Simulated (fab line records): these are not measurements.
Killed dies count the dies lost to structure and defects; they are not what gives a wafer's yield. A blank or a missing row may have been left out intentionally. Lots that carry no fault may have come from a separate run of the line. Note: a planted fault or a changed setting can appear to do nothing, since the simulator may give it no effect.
fab line records	flow nand_harc
[record] lots = 7	wafers = 20	last_day = 32
route steps=1302 shown A_CHANNEL_FILL_D2@616 END@1302
lots untouched by any fault: they come from a run of this same line in which no faults occurred
start_h: hours from the record's first day to the start of the lot's first wafer shown	wait_h: hours elapsed since this lot's preceding step	" same as the row above	L1.1+2: a single row standing in for several wafers	- no value, or no start was given	* or withheld: withheld	< > ~ a bound
route shown NAME@n: a module of which the file shows steps, and the number in the route of the first	usual: mean/standard deviation of fault-free wafers	same: alike in all rows	chamber/n: place in a boat	sites: the reading at each site	_std_site: their standard deviation	_edge_site: the outer-site mean with the inner-site mean subtracted	radius_mm: for every site, how far away it sits from the centre of the wafer	mask NAME#n: copy n	behind: the most recent tool/chamber to have shaped the wafer	hold: why the lot went on hold/how many hours it stayed there/how the hold came to an end	device: whichever transistor did not switch (one of n, p or np)	end of line: tests of these same wafers at the route's end	a step given without rows: its recipe and nothing more	killed: at the first sort, the dies lost to defects and structure; wafer yield is something else	map: a wafer's dies, marking killed ones x, the rest . and places with no die _
set.NAME: the setting the step ran with; set.NAME@STEP: the setting that earlier step ran with	model.NAME: the simulator's own value behind a step, which no gauge read
lots at selected steps of the route; one table per step, one row per wafer
services: the hour from which a tool's chamber was out of use, counted from the record's first day as start_h (under 0 if before that day), plus the number of hours and why
[[steps]]
[step NHARC_A_CHANNEL_FILL_D2_ALD_16]
[recipe] target_thk_a = 15	pulse_time_s = 10	ald_cycles = 15	temp_c = 300	material = SiO2
[usual] heater_power_w = 462/49	precursor_pulse_height_rel = 1.000/0.018
[same] pulse_time_s = 10
lot.wafer	tool	chamber	start_h	wait_h	heater_power_w	precursor_pulse_height_rel
L581.3	ald_hk-02	1	323.13	0.2	480	0.997
L581.2	"	3	"	"	486	0.994
L581.6	"	1	"	"	466	0.988
L588.2	ald_hk-02	3	395.14	0.1	483	0.996
L588.5	"	1	"	"	436	1.000
L588.6	"	2	"	"	424	0.969
L589.1	ald_hk-02	3	415.16	0.0	484	1.027
L589.3	"	0	"	"	529	1.039
L589.6	"	0	"	"	531	0.995
L591.4	ald_hk-01	2	419.31	0.0	410	0.981
L591.2	"	0	"	"	404	0.986
L597.4	ald_hk-02	0	484.25	0.1	529	1.017
L597.3	"	1	"	"	438	1.027
L597.5	"	0	"	"	532	1.006
L599.4	ald_hk-03	3	493.62	0.0	509	0.991
L599.3	"	0	"	"	505	0.997
L599.2	"	2	"	"	500	0.981
L600.3	ald_hk-02	3	522.28	0.0	493	0.981
L600.2	"	1	"	"	432	0.989
L600.5	"	0	"	"	521	1.013
[step NHARC_A_CHANNEL_FILL_D2_ANNEAL_17]
[recipe] temp_c = 850	time_s = 1800
[step NHARC_A_CHANNEL_FILL_D2_CVD_18]
[recipe] target_thk_a = 30	temp_c = 550	material = poly-Si
[step NHARC_A_CHANNEL_FILL_D2_ETCHBACK_19]
[recipe] target_depth_a = 50	time_s = 1.7	hbr_flow_sccm = 150	cl2_flow_sccm = 50	rf_w = 400	icp_w = 400	bias_w = 100	chemistry = HBr/Cl2
[usual] drypump_motor_current_A = 5.7/0.38	oes_product_au = 1.005/0.014	throttle_valve_pct = 26.406/0.0083
[same] time_s = 1.7
lot.wafer	tool	chamber	start_h	wait_h	drypump_motor_current_A	oes_product_au	rf_hours_counter_h	throttle_valve_pct
L581.2	rie_si-02	2	334.38	0.4	5.7	1.036	0.3	26.411
L581.3	"	0	"	"	5.6	1.010	0.3	26.420
L581.6	"	2	"	"	5.7	1.030	-	26.398
L588.2	rie_si-04	3	406.92	0.4	6.1	1.007	0.4	26.391
L588.5	"	2	"	"	5.6	0.988	-	26.391
L588.6	"	3	"	"	6.1	1.011	-	26.405
L589.1	rie_si-03	0	428.92	0.4	5.1	1.016	0.1	26.416
L589.3	"	3	"	"	5.7	0.989	0.1	26.417
L589.6	"	1	"	"	5.5	0.993	-	26.406
L591.4	rie_si-04	2	428.92	0.4	5.6	1.001	0.6	26.398
L591.2	"	3	"	"	6.1	1.015	0.5	26.402
L597.3	rie_si-04	1	496.94	0.4	6.4	1.000	1.1	26.404
L597.4	"	2	"	"	5.6	0.998	1.0	26.406
L597.5	"	1	"	"	6.4	0.990	-	26.404
L599.3	rie_si-04	1	505.68	0.4	6.4	1.006	1.2	26.408
L599.2	"	2	"	"	5.6	1.015	1.1	26.401
L599.4	"	0	"	"	6.0	1.011	0.9	26.422
L600.2	rie_si-02	3	533.59	0.4	5.9	0.989	0.4	26.396
L600.3	"	0	"	"	5.6	1.014	0.4	26.409
L600.5	"	3	"	"	5.9	0.997	-	26.401
[step NHARC_A_CHANNEL_FILL_D2_ETCHBACK_20]
[recipe] target_depth_a = 270	time_s = 13.5	c4f8_flow_sccm = withheld	o2_flow_sccm = 8	ar_flow_sccm = withheld	rf_w = 600	bias_w = 1500	chemistry = C4F8/O2/Ar
[usual] oes_product_au = 0.993/0.023	rf_vpp_V = 975/5.1	run_length_s = 34.7/0.32
[same] time_s = 13.5
lot.wafer	tool	chamber	start_h	wait_h	oes_product_au	rf_hours_counter_h	rf_vpp_V	run_length_s
L581.2	rie_diel-12	3	334.51	-	0.991	14	981	34.7
L581.3	"	0	"	"	1.008	15	974	35.1
L581.6	"	3	"	"	0.998	-	983	35.0
L588.2	rie_diel-08	1	407.04	-	1.011	1	970	34.7
L588.5	"	1	"	"	0.998	-	970	34.9
L588.6	"	2	"	"	0.991	-	975	34.9
L589.3	rie_diel-12	0	429.04	-	1.016	26	972	35.4
L589.1	"	2	"	"	1.004	24	971	34.3
L589.6	"	0	"	"	1.001	-	973	34.5
L591.2	rie_diel-08	3	429.05	-	0.979	2	986	34.6
L591.4	"	3	"	"	0.977	-	984	34.4
L597.4	rie_diel-11	2	497.07	-	0.991	1	976	34.2
L597.3	"	3	"	"	1.006	1	973	34.6
L597.5	"	3	"	"	1.008	-	973	34.3
L599.2	rie_diel-12	0	505.81	-	0.907	8	974	34.8
L599.3	"	3	"	"	0.912	7	984	34.8
L599.4	"	1	"	"	0.922	-	977	34.6
L600.3	rie_diel-08	3	533.77	-	0.968	5	985	34.9
L600.2	"	0	"	"	0.984	5	969	35.0
L600.5	"	3	"	"	0.972	-	986	34.4
[step NHARC_A_CHANNEL_FILL_D2_STRIP_28]
[recipe] time_s = 20	o2_flow_sccm = 500	ar_flow_sccm = 0	bias_w = 0	chemistry = O2
[usual] drypump_motor_current_A = 5.8/0.45	mfc_ar_sccm = 0.006/0.0093	oes_product_au = 1.000/0.015	rf_vpp_V = 57.6/0.92	showerhead_plenum_p_Torr = 3.46/0.13	throttle_valve_pct = 17.036/0.0083
[same] time_s = 20
lot.wafer	tool	chamber	start_h	wait_h	drypump_motor_current_A	mfc_ar_sccm	oes_product_au	rf_hours_counter_h	rf_vpp_V	showerhead_plenum_p_Torr	throttle_valve_pct
L581.3	rie_diel-12	1	334.59	0.1	5.9	0	1.021	9	55.7	3.50	17.051
L581.2	"	3	"	"	5.9	0	1.001	14	58.6	3.66	17.037
L581.6	"	2	"	"	5.7	0	1.005	-	56.6	3.32	17.041
L588.2	rie_diel-08	0	407.13	0.1	6.3	0.012	0.989	1	56.8	3.30	17.049
L588.5	"	3	"	"	5.8	0	0.974	-	59.8	3.69	17.031
L588.6	"	0	"	"	6.3	0.012	0.993	-	56.9	3.30	17.038
L589.1	rie_diel-12	0	429.14	0.1	4.9	0	1.015	26	57.9	3.40	17.031
L589.3	"	1	"	"	5.9	0	1.007	20	57.5	3.49	17.039
L589.6	"	0	"	"	4.9	0	1.020	-	57.2	3.40	17.030
L591.2	rie_diel-08	1	429.17	0.1	5.2	0	1.013	2	58.1	3.32	17.027
L591.4	"	1	"	"	5.1	0	1.015	-	57.0	3.31	17.020
L597.3	rie_diel-11	1	497.16	0.1	6.5	0	0.993	1	57.6	3.58	17.019
L597.4	"	0	"	"	5.7	0	1.022	1	57.8	3.49	17.030
L597.5	"	2	"	"	5.6	0.032	1.003	-	57.3	3.47	17.030
L599.2	rie_diel-12	0	505.92	0.1	4.9	0	0.994	8	57.6	3.40	17.045
L599.3	"	3	"	"	5.9	0	0.991	7	57.0	3.64	17.052
L599.4	"	1	"	"	5.9	0	0.994	-	58.4	3.49	17.034
L600.3	rie_diel-08	1	533.86	0.1	5.1	0	1.023	5	57.0	3.31	17.051
L600.2	"	3	"	"	5.8	0	0.981	5	58.9	3.69	17.031
L600.5	"	1	"	"	5.1	0	1.024	-	58.6	3.31	17.042
[step NHARC_A_CHANNEL_FILL_D2_PRECLEAN_21]
[recipe] time_s = 30	chemistry = dHF
[step NHARC_A_CHANNEL_FILL_D2_SRD_23]
[step NHARC_A_CHANNEL_FILL_D2_CVD_05]
[recipe] target_thk_a = 50	temp_c = 550	material = poly-Si
[step NHARC_A_CHANNEL_FILL_D2_ANNEAL_22]
[recipe] temp_c = 620	time_s = 7200
[step NHARC_A_CHANNEL_FILL_D2_ALD_25]
[recipe] target_thk_a = 600	pulse_time_s = 10	ald_cycles = 600	temp_c = 300	material = SiOx
[usual] heater_power_w = 455/50	precursor_pulse_height_rel = 0.998/0.019
[same] pulse_time_s = 10
lot.wafer	tool	chamber	start_h	wait_h	heater_power_w	precursor_pulse_height_rel
L581.2	ald_hk-01	2	347.32	0.1	407	0.951
L581.3	"	3	"	"	365	0.970
L581.6	"	2	349.82	2.6	407	0.997
L588.2	ald_hk-02	3	421.89	0.7	472	0.982
L588.6	"	2	423.74	2.5	443	0.974
L588.5	"	3	"	"	473	0.970
L589.3	ald_hk-02	3	441.04	0.0	473	1.004
L589.1	"	2	442.93	1.9	443	0.984
L589.6	"	3	"	"	477	0.994
L591.2	ald_hk-03	0	441.04	0.1	496	1.005
L591.4	"	2	442.26	1.3	493	0.973
L597.4	ald_hk-01	1	511.38	0.7	391	0.999
L597.3	"	3	512.64	1.9	375	1.019
L597.5	"	1	513.89	3.2	390	0.994
L599.2	ald_hk-03	1	518.57	0.1	444	0.992
L599.4	"	2	"	"	499	1.009
L599.3	"	0	520.41	1.9	498	1.021
L600.3	ald_hk-02	2	546.80	1.3	439	0.990
L600.2	"	3	"	"	500	0.997
L600.5	"	0	"	"	496	0.990
[step NHARC_A_CHANNEL_FILL_D2_ETCHBACK_08]
[recipe] target_depth_a = 2200	time_s = 110	c4f8_flow_sccm = 20	ar_flow_sccm = withheld	rf_w = 600	bias_w = 300	chemistry = C4F8
[usual] oes_product_au = 0.98/0.034	rf_vpp_V = 439.8/2	run_length_s = 131.2/0.32
lot.wafer	tool	chamber	start_h	wait_h	oes_product_au	rf_hours_counter_h	rf_vpp_V	run_length_s
L581.2	rie_diel-11	0	352.92	-	1.00	3	439.0	130.7
L581.3	"	1	"	"	0.99	3	442.7	132.0
L581.6	"	0	"	"	0.99	-	439.0	130.9
L588.2	rie_diel-11	3	426.82	-	0.99	5	438.7	149.8
L588.6	"	2	"	"	1.00	-	441.1	130.7
L588.5	"	3	"	"	1.00	-	437.6	131.4
L591.2	rie_diel-11	0	446.53	-	1.00	0	439.7	150.0
L591.4	"	1	"	"	0.99	0	441.2	131.8
L589.3	rie_diel-11	0	446.70	-	1.00	0	440.1	149.5
L589.1	"	1	"	"	0.99	0	442.8	131.2
L589.6	"	2	"	"	0.99	-	440.5	131.4
L597.3	rie_diel-08	2	516.41	-	1.00	4	440.4	130.9
L597.4	"	3	"	"	0.97	5	444.0	131.5
L597.5	"	2	"	"	1.00	-	438.5	130.8
L599.2	rie_diel-11	2	524.12	-	1.01	2	441.0	131.0
L599.3	"	3	"	"	1.00	2	437.4	130.9
L599.4	"	0	"	"	1.01	2	440.0	130.9
L600.2	rie_diel-12	1	551.22	-	1.00	15	439.0	131.5
L600.3	"	2	"	"	1.02	15	437.3	130.9
L600.5	"	0	"	"	0.98	-	437.9	131.4
[step NHARC_A_CHANNEL_FILL_D2_STRIP_29]
[recipe] time_s = 20	o2_flow_sccm = 500	ar_flow_sccm = 0	bias_w = 0	chemistry = O2
[step NHARC_END_SORT_01]
[recipe] temp_c = 25
[usual] killed_at_array = 59/17	killed_at_other = 0.9/1.6	killed_at_periphery = 3.7/2.3	killed_dies = 64/17	killed_open = 3.3/1.8	killed_short = 2.4/1.6
[same] gross_dies = 677
lot.wafer	tool	chamber	start_h	wait_h	killed_at_array	killed_at_other	killed_at_periphery	killed_dies	killed_open	killed_short
L591.4	prober-02	0	679.10	3.4	93	0	7	100	4	2
L597.4	prober-02	0	732.43	3.4	69	0	3	72	2	4
L599.2	prober-01	0	747.84	2.8	38	0	3	41	1	4
L599.3	prober-01	0	748.64	3.1	53	1	3	57	5	3
L599.4	prober-01	0	749.45	3.4	41	0	4	45	4	2
// killed by level:class
L591.4 A_SLIT:chamber_film_flake=34 A_CHANNEL_HOLE_D1:chamber_film_flake=30 A_CHANNEL_HOLE_D2:chamber_film_flake=17 A_STAIRCASE:chamber_film_flake=5 P_ZERO_WELL:chamber_film_flake=3 A_CHANNEL_FILL_D1:geometric_particle:open=2 P_GATE:chamber_film_flake=2 P_CONTACT:geometric_particle:open=1
L597.4 A_SLIT:chamber_film_flake=33 A_CHANNEL_HOLE_D1:chamber_film_flake=22 A_WL_FILL:geometric_particle:short=2 A_STAIRCASE:chamber_film_flake=2 A_SGD_CUT:chamber_film_flake=2 A_CONTACT:chamber_film_flake=2 P_M0:geometric_particle:open=1 A_CHANNEL_FILL_D1:geometric_particle:short=1
L599.2 A_CHANNEL_HOLE_D1:chamber_film_flake=28 A_SLIT:chamber_film_flake=3 A_CONTACT:chamber_film_flake=3 P_CONTACT:geometric_particle:short=1 A_DECK1_JOINT:geometric_particle:short=1 A_ONON_D2:geometric_particle:short=1 A_CHANNEL_FILL_D2:geometric_particle:open=1 A_WL_FILL:geometric_particle:short=1
L599.3 A_CHANNEL_HOLE_D1:chamber_film_flake=29 A_SLIT:chamber_film_flake=8 P_CONTACT:geometric_particle:open=3 A_DECK1_JOINT:chamber_film_flake=3 A_STAIRCASE:chamber_film_flake=3 A_CONTACT:chamber_film_flake=3 A_ONON_D1:geometric_particle:short=2 A_ONON_D2:geometric_particle:open=1
L599.4 A_CHANNEL_HOLE_D1:chamber_film_flake=28 A_CONTACT:chamber_film_flake=5 A_SLIT:chamber_film_flake=3 A_CHANNEL_FILL_D1:geometric_particle:open=2 P_STI:geometric_particle:short=1 P_BONDPAD:geometric_particle:open=1 A_DECK1_JOINT:geometric_particle:short=1 A_CHANNEL_FILL_D2:geometric_particle:open=1
[[services]]
tool	chamber	start_h	hours	kind
rie_diel-12	1	303.13	10.8	repair
rie_si-04	-	309.76	0.5	repair
rie_diel-12	-	337.04	2.0	repair
rie_si-04	-	342.00	9.0	pm
ald_hk-02	-	342.46	1.2	repair
rie_diel-08	2	342.64	1.7	repair
ald_hk-02	-	350.04	10.0	pm
rie_diel-12	0	352.12	11.8	repair
rie_diel-12	-	355.27	22.6	repair
rie_diel-11	2	360.51	2.0	repair
rie_diel-08	3	362.47	2.1	repair
rie_diel-11	1	365.81	7.9	repair
rie_diel-08	-	367.80	9.0	pm
rie_diel-08	2	426.16	5.3	repair
rie_diel-11	-	432.51	9.0	pm
rie_diel-12	-	445.40	9.0	pm
rie_diel-12	2	463.11	4.9	repair
rie_diel-08	0	475.59	7.6	repair
rie_diel-12	3	476.28	8.0	repair
rie_diel-12	2	495.22	12.4	repair
ald_hk-02	-	522.51	1.1	repair
ald_hk-02	-	528.04	10.0	pm
rie_diel-12	1	533.72	14.0	repair
rie_diel-08	-	544.80	9.0	pm
[[key]]
[first_sign] step = NHARC_A_CHANNEL_FILL_D2_ETCHBACK_08	reading = run_length_s	direction = up	sigmas = 59	usual = *	struck = *
effect none on later readings
met_at NHARC_A_CHANNEL_FILL_D2_ETCHBACK_08
struck_wafers L588.2,L589.3,L591.2
tester_left_out L588,L589,L591
onset_between 352.92 426.82
[fault] kind = process_parameter_drift	tool = rie_diel-11	chamber = -	onset_h = 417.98	steps = NHARC_A_CHANNEL_FILL_D2_ETCHBACK_08	channel = time_s	offset = *	shape = step	end_h = 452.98	scope = struck_wafers_only	acts_in = *	stated = *
// tester_left_out: of these lots the tester's yield and bins aren't shown, on N5 and GAA mostly nor the transistor test; their killed dies are dies lost to structure and defects alone, not to doping, threshold or leakage, so they don't give the yield
